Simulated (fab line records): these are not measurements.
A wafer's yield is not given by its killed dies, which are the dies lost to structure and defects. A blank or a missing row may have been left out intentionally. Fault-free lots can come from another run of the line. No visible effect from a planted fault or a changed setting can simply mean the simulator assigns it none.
Which tool is to blame?    flow n5 finfet    10 lots with 28 wafers sampled at 5 steps, on a route of 1938 steps

== WHAT THE GAUGES SHOWED, per wafer ==
N5_BEOL_M2_THK_MEAS_01.
lot   measured      on             M2_ILD_THK (nm)
L452  day 6 14:33   film metro-01  79.9 79.4 78.5
L456  day 7 12:21   film metro-01  79.3 79.6 79.7
L457  day 7 17:01   film metro-02  79.0 78.8 78.3
L458  day 7 20:16   film metro-02  79.1 77.6 81.0
L459  day 8 06:56   film metro-02  77.5 106.5 78.8
L460  day 8 11:31   film metro-02  78.6 77.9 78.7
L461  day 8 20:46   film metro-01  108.5 81.4 109.8
L464  day 9 04:31   film metro-02  78.4 77.5
L470  day 10 23:10  film metro-02  78.2 78.3
L471  day 11 05:49  film metro-02  78.2 78.1 79.9

== TOOL THAT RAN EACH LOT (tool first, then ch and the chambers of the sampled wafers, then the start) ==
lot   N5_BEOL_M1_SPUTTER_88         N5_BEOL_M1_ANNEAL_93          N5_BEOL_M1_DEP_57                N5_BEOL_M2_ILD_DEP_00
L452  pvd sputter-02, day 6 12:29   pvd sputter-02, day 6 13:01   pecvd-03 ch 0,1,2, day 6 14:21   pecvd-01 ch 0,1,2, day 6 14:29
L456  pvd sputter-02, day 7 10:17   pvd sputter-02, day 7 10:49   pecvd-01 ch 1,2, day 7 12:09     pecvd-04 ch 1,2, day 7 12:17
L457  pvd sputter-03, day 7 14:58   pvd sputter-03, day 7 15:29   pecvd-03 ch 0,1, day 7 16:49     pecvd-01 ch 0,1, day 7 16:57
L458  pvd sputter-02, day 7 18:13   pvd sputter-02, day 7 18:44   pecvd-03 ch 0,1, day 7 20:04     pecvd-01 ch 0,1,2, day 7 20:12
L459  pvd sputter-02, day 8 04:37   pvd sputter-02, day 8 05:08   pecvd-02 ch 0,2, day 8 06:44     pecvd-01 ch 0,1,2, day 8 06:52
L460  pvd sputter-03, day 8 09:27   pvd sputter-03, day 8 09:58   pecvd-02 ch 1,2, day 8 11:19     pecvd-03 ch 0,1,2, day 8 11:26
L461  pvd sputter-01, day 8 18:41   pvd sputter-01, day 8 19:12   pecvd-02 ch 0,1,2, day 8 20:35   pecvd-01 ch 1,2, day 8 20:43
L464  pvd sputter-02, day 9 01:35   pvd sputter-02, day 9 02:07   pecvd-01 ch 0,2, day 9 04:19     pecvd-04 ch 0,1, day 9 04:26
L470  pvd sputter-03, day 10 21:05  pvd sputter-03, day 10 21:37  pecvd-03 ch 1,2, day 10 22:58    pecvd-03 ch 1,2, day 10 23:05
L471  pvd sputter-03, day 11 03:45  pvd sputter-03, day 11 04:16  pecvd-02 ch 0,1,2, day 11 05:37  pecvd-03 ch 0,1, day 11 05:44
- N5_BEOL_M1_SPUTTER_88: material Cu, target thk 4.5 nm, time 8.29 s.
- N5_BEOL_M1_ANNEAL_93: time 240 s.
- N5_BEOL_M1_DEP_57: deposits SiCN from 3MS/NH3, target thk 8 nm, time 14 s.
- N5_BEOL_M2_ILD_DEP_00: deposits SiOC from DEMS/O2, target thk 79 nm, time 15.3 s.

== THE ANSWER, worked out from the rows above alone ==
Rule: the usual values come from the lots themselves. The widest of any qualifying gaps counts: lots, ordered by their means at a reading, are off when they make up no more than a third of the lots, leave a main group of 4 or more, and stand apart from it by 3 or more times the standard deviation of that group's means. If all means in a main group match to the digits the tables above print for the reading, that group is not used. Also off: a lot with no number at a reading for which 4 or more lots have one. The other lots that the step has rows for count as sound.
Off: L459, L461, at N5_BEOL_M2_THK_MEAS_01 (M2_ILD_THK). The main group has a mean of 78.8 nm with a standard deviation of 0.52.
If a tool, at a process step before that reading, ran all the lots that are off and no sound lot after the first of them, it fits. Gauges at N5_BEOL_M2_THK_MEAS_01: tried the same way as those tools. One fits: N5_BEOL_M2_ILD_DEP_00 on pecvd-01. A fault onset in the window from L458 (day 7 20:12, its last sound lot) to L459 (day 8 06:52, its first lot off) fits.

== WHAT HAD BEEN PUT IN BY THE SIMULATOR ==
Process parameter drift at N5_BEOL_M2_ILD_DEP_00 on pecvd-01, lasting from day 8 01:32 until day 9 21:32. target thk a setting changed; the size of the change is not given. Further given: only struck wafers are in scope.
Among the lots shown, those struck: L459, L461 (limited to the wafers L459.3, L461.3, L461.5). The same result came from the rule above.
